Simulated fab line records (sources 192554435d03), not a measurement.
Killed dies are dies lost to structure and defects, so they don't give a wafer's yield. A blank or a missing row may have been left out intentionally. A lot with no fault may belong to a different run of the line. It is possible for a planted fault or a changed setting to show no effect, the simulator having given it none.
Which tool is to blame?	flow n5-finfet	10 lots, 30 wafers sampled, at 5 steps of a route of 1938

WHAT THE GAUGES READ, wafer by wafer
Not one reading of a measure or inspect step in the record can be checked against a usual standard deviation.

EACH LOT AND THE TOOL THAT RAN IT (in order: tool; ch and the chambers of the sampled wafers; start)
lot	N5_BEOL_M4_ETCH_77	N5_PASSIVATION_SPUTTER_20	N5_PASSIVATION_PECVD_35	N5_PASSIVATION_PASS_ETCH_47	N5_PASSIVATION_PROBE_49
L615	rie-diel-05 ch 0,1, day 8 10:06	pvd-sputter-02, day 13 03:20	pecvd-04 ch 1,2, day 13 05:13	rie-diel-05 ch 0,3, day 13 05:47	-
L616	rie-diel-05 ch 1,3, day 8 13:16	pvd-sputter-02, day 13 15:05	pecvd-03 ch 0,2, day 13 17:10	rie-diel-06 ch 1,2, day 13 17:51	prober-02, day 13 21:04
L622	rie-diel-05 ch 0,2,3, day 9 23:18	pvd-sputter-03, day 14 22:28	pecvd-03 ch 0,1, day 15 00:49	rie-diel-05 ch 0,1, day 15 01:31	prober-02, day 15 04:32
L625	rie-diel-05 ch 1,2, day 10 05:57	pvd-sputter-03, day 15 01:35	pecvd-04 ch 0,1,2, day 15 03:52	rie-diel-01 ch 1,3, day 15 04:33	prober-01, day 15 07:34
L624	rie-diel-05 ch 1,3, day 10 06:04	pvd-sputter-03, day 15 07:13	pecvd-01 ch 1,2, day 15 09:07	rie-diel-06 ch 0,1,3, day 15 10:16	prober-01, day 15 13:22
L628	rie-diel-05 ch 0,3, day 11 10:29	pvd-sputter-03, day 16 07:20	pecvd-03 ch 0,2, day 16 09:17	rie-diel-01 ch 0,2,3, day 16 09:58	prober-01, day 16 13:58
L626	rie-diel-06 ch 0,1,2, day 11 12:23	pvd-sputter-03, day 17 00:25	pecvd-01 ch 0,2, day 17 02:29	rie-diel-01 ch 0,1, day 17 03:16	prober-02, day 17 06:23
L631	rie-diel-06 ch 0,1,2, day 11 14:37	pvd-sputter-02, day 16 17:34	pecvd-01 ch 0,1,2, day 16 19:36	rie-diel-06 ch 0,2,3, day 16 20:17	-
L632	rie-diel-06 ch 1,2, day 11 17:48	pvd-sputter-03, day 17 10:00	pecvd-04 ch 1,2, day 17 11:54	rie-diel-01 ch 1,3, day 17 12:35	prober-01, day 17 15:38
L638	rie-diel-05 ch 0,1,2, day 14 09:35	pvd-sputter-01, day 18 23:26	pecvd-01 ch 1,2, day 19 01:26	rie-diel-06 ch 2,3, day 19 02:07	-
- N5_BEOL_M4_ETCH_77: etches underlayer in N2/H2, target depth 6.5 nm, time 5.2 s.
- N5_PASSIVATION_SPUTTER_20: material TaN, target thk 50 nm.
- N5_PASSIVATION_PECVD_35: deposits SiNx from SiH4/NH3/N2, target thk 700 nm, time 151.3 s.
- N5_PASSIVATION_PASS_ETCH_47: etches SiNx in CF4/O2, target depth 770 nm, time 385 s.
- N5_PASSIVATION_PROBE_49

WHAT THE TOOLS THEMSELVES READ (means of the sampled wafers that have a number; where no wafer has one, the mark that the record gives instead)
N5_BEOL_M4_ETCH_77. Usual: drypump-motor-current-A 5.8 A, standard deviation 0.58; etch-rf-on-time-s 5.22 s, standard deviation 0.14; oes-product-au 0.67 a.u., standard deviation 0.076; rf-vpp-V 522.9 V, standard deviation 2.5; showerhead-plenum-p-Torr 2.52 Torr, standard deviation 0.083; throttle-valve-pct 17.89 %, standard deviation 0.2.
lot	tool	drypump-motor-current-A (A)	etch-rf-on-time-s (s)	oes-product-au (a.u.)	rf-vpp-V (V)	showerhead-plenum-p-Torr (Torr)	throttle-valve-pct (%)	flag
L615	rie-diel-05	5.8	5.24	0.68	523.4	2.54	18.02	
L616	rie-diel-05	6.2	5.19	0.68	521.2	2.46	18.04	
L622	rie-diel-05	5.9	5.28	0.61	521.5	2.52	17.96	
L625	rie-diel-05	5.7	5.17	0.67	524.2	2.51	17.86	
L624	rie-diel-05	6.5	5.17	0.64	520.5	2.43	18.09	
L628	rie-diel-05	5.8	5.34	0.57	524.2	2.55	18.09	
L626	rie-diel-06	5.9	5.26	0.69	522.1	2.50	17.78	
L631	rie-diel-06	5.8	5.32	0.70	523.8	2.50	17.78	
L632	rie-diel-06	5.6	5.36	0.74	523.3	2.56	17.63	
L638	rie-diel-05	5.6	5.08	0.70	522.5	2.53	17.86	

N5_PASSIVATION_SPUTTER_20. Usual: 30.1 % for throttle-valve-pct, sd 0.8.
lot	tool	throttle-valve-pct (%)	flag
L615	pvd-sputter-02	29.7	
L616	pvd-sputter-02	30.1	
L622	pvd-sputter-03	30.6	
L625	pvd-sputter-03	30.4	
L624	pvd-sputter-03	30.2	
L628	pvd-sputter-03	30.7	
L626	pvd-sputter-03	30.4	
L631	pvd-sputter-02	29.8	
L632	pvd-sputter-03	30.8	
L638	pvd-sputter-01	28.7	

N5_PASSIVATION_PECVD_35. Usual: heater-power-w 341 W, standard deviation 66; showerhead-plenum-p-Torr 8.68 Torr, standard deviation 0.057; throttle-valve-pct 29.1 %, standard deviation 1.7.
lot	tool	heater-power-w (W)	showerhead-plenum-p-Torr (Torr)	throttle-valve-pct (%)	flag
L615	pecvd-04	290	8.61	27.2	
L616	pecvd-03	332	8.72	27.5	
L622	pecvd-03	332	8.72	29.5	
L625	pecvd-04	308	8.66	27.8	
L624	pecvd-01	245	8.62	29.8	
L628	pecvd-03	309	8.72	28.5	
L626	pecvd-01	297	8.65	28.9	
L631	pecvd-01	253	8.65	30.1	
L632	pecvd-04	345	8.61	27.3	
L638	pecvd-01	336	8.63	30.0	

N5_PASSIVATION_PASS_ETCH_47. Usual: drypump-motor-current-A 5.7 A, standard deviation 0.56; oes-product-au 0.77 a.u., standard deviation 0.074; rf-vpp-V 239 V, standard deviation 3.9; showerhead-plenum-p-Torr 2.18 Torr, standard deviation 0.068; throttle-valve-pct 15.82 %, standard deviation 0.26.
lot	tool	drypump-motor-current-A (A)	oes-product-au (a.u.)	rf-vpp-V (V)	showerhead-plenum-p-Torr (Torr)	throttle-valve-pct (%)	flag
L615	rie-diel-05	6.2	0.78	237	2.14	15.93	
L616	rie-diel-06	5.5	0.82	242	2.16	15.57	
L622	rie-diel-05	5.7	0.82	242	2.17	15.84	
L625	rie-diel-01	5.5	0.75	238	2.19	15.98	
L624	rie-diel-06	5.7	0.75	235	2.14	15.86	
L628	rie-diel-01	6.3	0.80	239	2.24	15.68	
L626	rie-diel-01	5.6	0.74	240	2.21	15.98	
L631	rie-diel-06	5.5	0.72	236	2.10	15.91	
L632	rie-diel-01	5.7	0.79	237	2.20	15.81	
L638	rie-diel-06	5.1	0.73	241	2.10	15.77	

N5_PASSIVATION_PROBE_49. Usual: defect-limited-yield 91.4 %, standard deviation 1.4; killed_at_M0_to_M3 33, standard deviation 11; killed_at_M4_up 13, standard deviation 5.3; killed-at-contacts 13, standard deviation 6.1; killed-at-front-end 40, standard deviation 11; killed-at-other 2.9, standard deviation 2.7; killed-dies 102, standard deviation 17; killed-on-rim 14, standard deviation 4.2; killed-open 68, standard deviation 13; killed-short 32, standard deviation 7.5; sort_bin_5_function 5.1 %, standard deviation 0.98; sort_bin_6_memory 3.2 %, standard deviation 0.69; sort_bin_8_speed 0.1 %, standard deviation 1.1; sort-n-pass 1077, standard deviation 21; sort-yield-pct 91.3 %, standard deviation 1.7.
lot	tool	defect-limited-yield (%)	killed_at_M0_to_M3	killed_at_M4_up	killed-at-contacts	killed-at-front-end	killed-at-other	killed-dies	killed-on-rim	killed-open	killed-short	sort_bin_5_function (%)	sort_bin_6_memory (%)	sort_bin_8_speed (%)	sort-n-pass	sort-yield-pct (%)	flag
L616	prober-02	89.9	38	18	16	42	5.3	119	17	86	29	5.9	3.9	0.0	1061	89.9	
L622	prober-02	91.4	32	19	12	38	1.0	101	16	68	30	5.2	2.9	0.0	1079	91.4	
L625	prober-01	93.3	21	13	14	30	1.7	80	12	57	22	3.9	2.6	4.2	1050	89.0	OFF
L624	prober-01	85.9	21	103	7	33	1.0	166	26	50	23	8.8	3.2	0.0	1014	85.9	OFF
L628	prober-01	83.2	26	113	10	48	1.0	198	27	62	32	10.3	4.2	0.1	981	83.1	OFF
L626	prober-02	91.7	34	10	11	35	7.3	98	14	66	31	4.6	3.3	0.0	1082	91.7	
L632	prober-01	90.5	36	17	25	33	1.0	112	15	79	28	5.2	3.8	0.0	1068	90.5	

THE ANSWER, worked out from the rows above alone
Rule: lot off if the mean of its wafers having a number is beyond 3 standard deviations from the usual mean. A lot without any number at a reading at which 4 lots or more have one is off too. The other lots that the step has rows for count as sound. First the gauges in route order, then the tools' own readings, where a lot's mean is used as printed above. The first step at which some lot is off is used, and at that step the reading that is off furthest; a lot without a number counts as furthest.
Off: L624, L628, at N5_PASSIVATION_PROBE_49 (killed_at_M4_up). Neither off nor sound, because the step has no rows for them: L615, L631, L638.
If a tool, at that step or one of the process steps before it, ran each lot that is off and ran no sound lot following the first of them, it fits. One fits: N5_BEOL_M4_ETCH_77 on rie-diel-05. Its last sound lot is L625 (day 10 05:57), its first lot that is off L624 (day 10 06:04): a fault that began between those two fits.

WHAT THE SIMULATOR HAD INSERTED
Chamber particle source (rie-diel-05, N5_BEOL_M4_ETCH_77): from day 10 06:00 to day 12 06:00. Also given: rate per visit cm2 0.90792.
Shown lots that were struck: L624, L628. The rule above found the same.
